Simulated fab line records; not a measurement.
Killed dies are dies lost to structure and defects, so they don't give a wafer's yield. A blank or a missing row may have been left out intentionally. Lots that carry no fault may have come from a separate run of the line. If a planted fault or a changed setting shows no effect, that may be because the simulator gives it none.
Matching of chambers | flow n5_finfet | rie_diel-06 running N5_BEOL_M3_ETCH_69: 4 sister chambers
The step etches SiARC in CF4, target depth 15.6 nm, time 26 s. 4 wafers are shown with their chamber, then 12 later ones without.

## WAFERS WITH THEIR CHAMBER
wafer  | chamber | showerhead_plenum_p_Torr (Torr)
L087.2 | 1       | 2.26
L091.2 | 2       | 2.11
L091.3 | 3       | 2.22
L091.4 | 0       | 2.04

## WAFERS WITH NO CHAMBER GIVEN
wafer  | showerhead_plenum_p_Torr (Torr)
L092.1 | 2.22
L092.2 | 2.11
L092.5 | 2.22
L093.2 | 2.21
L093.4 | 2.25
L093.6 | 2.10
L095.1 | 2.10
L095.3 | 2.04
L095.4 | 2.25
L097.1 | 2.21
L097.4 | 2.10
L097.5 | 2.10

## THE CHAMBER EACH PASSED THROUGH
wafer  | from the rows above | in truth
L092.1 | 3                   | 3
L092.2 | 2                   | 2
L092.5 | 3                   | 3
L093.2 | 3                   | 3
L093.4 | 1                   | 1
L093.6 | 2                   | 2
L095.1 | 2                   | 2
L095.3 | 0                   | 0
L095.4 | 1                   | 1
L097.1 | 3                   | 3
L097.4 | 2                   | 2
L097.5 | 2                   | 2
Placed correctly: 12 of 12. Not placeable from these rows: 0. 0 placed wrongly.
How it was worked out, from the rows above alone: a wafer's distance from a chamber is the root of the sum, over the readings, of the square of ((its reading less the chamber's mean) divided by the reading's scatter). If the next closest chamber is less than 2 further off than the closest, the wafer can't be placed; otherwise it belongs to the closest. A chamber's mean is the mean of its shown wafers. The scatter: with one shown wafer a chamber, the root of the mean of the squares of how far each hidden wafer lies from its nearest shown one.
